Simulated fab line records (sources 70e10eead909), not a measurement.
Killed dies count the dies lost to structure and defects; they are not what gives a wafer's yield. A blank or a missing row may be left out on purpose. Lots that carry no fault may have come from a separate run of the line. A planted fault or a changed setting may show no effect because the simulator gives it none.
Matching of chambers    flow nand-harc    NHARC_P_BONDPAD_CMP_32 on cmp-01: 4 sister chambers
The step polishes SiCN, target thk 200 nm. 16 wafers are shown with their chamber, then 7 later ones without.

== EACH WAFER AND ITS CHAMBER ==
wafer   chamber  motor-current-A (A)  retaining-ring-pressure-frac  pad-life-wafers
L075.2  1        12.4                 0.997                         174
L075.3  3        10.7                 0.998                         176
L075.4  2        11.4                 0.998                         175
L076.1  0        11.9                 0.999                         224
L076.2  2        10.6                 0.999                         222
L076.3  3        10.3                 0.999                         223
L078.2  0        11.4                 1.000                         300
L078.3  2        11.9                 1.009                         302
L080.1  3        10.9                 0.999                         14
L080.2  2        12.2                 1.005                         13
L081.1  1        12.8                 1.000                         55
L081.2  0        11.6                 1.008                         54
L084.1  2        11.4                 1.000                         176
L084.4  1        12.7                 1.002                         175
L087.2  3        10.9                 0.998                         259
L087.3  2        11.1                 1.005                         258

SIGNATURES (averages over the wafers above)
reading                       chamber 0  chamber 1  chamber 2  chamber 3  scatter within a chamber
motor-current-A               11.633     12.633     11.433     10.700     0.415
retaining-ring-pressure-frac  1.00233    0.99967    1.00267    0.99850    0.0036
pad-life-wafers               192.67     134.67     191.00     168.00     103
Rule: a wafer lies at a distance from a chamber equal to the root of the sum of squares, over the readings, of (its reading less the chamber's mean, divided by the reading's scatter). If the next closest chamber is less than 2 further off than the closest, the wafer can't be placed; otherwise it belongs to the closest. The scatter: take each reading less its chamber's mean, square it, sum over the shown wafers, divide by the number of wafers less the number of chambers, and take the root.

== WAFERS WITH NO CHAMBER GIVEN ==
wafer   motor-current-A (A)  retaining-ring-pressure-frac  pad-life-wafers
L087.4  11.8                 1.001                         260
L088.3  12.8                 1.004                         6
L088.4  10.6                 0.994                         8
L090.4  11.6                 1.004                         73
L094.2  11.0                 1.002                         183
L093.1  11.1                 1.001                         212
L096.1  12.5                 1.001                         249

== WHICH CHAMBER EACH ONE RAN IN ==
wafer   from the rows above                in truth
L087.4  can't be placed: 0 or 2 or 1       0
L088.3  can't be placed: 1 or 0 or 2       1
L088.4  can't be placed: 3 or 2 or 0       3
L090.4  can't be placed: 0 or 2 or 3 or 1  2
L094.2  can't be placed: 2 or 3 or 0       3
L093.1  can't be placed: 2 or 3 or 0       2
L096.1  can't be placed: 1 or 0 or 2       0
Correctly placed: 0 of 7. These rows do not allow placing 7 (true chamber among the candidates in 7). Number placed wrongly: 0.
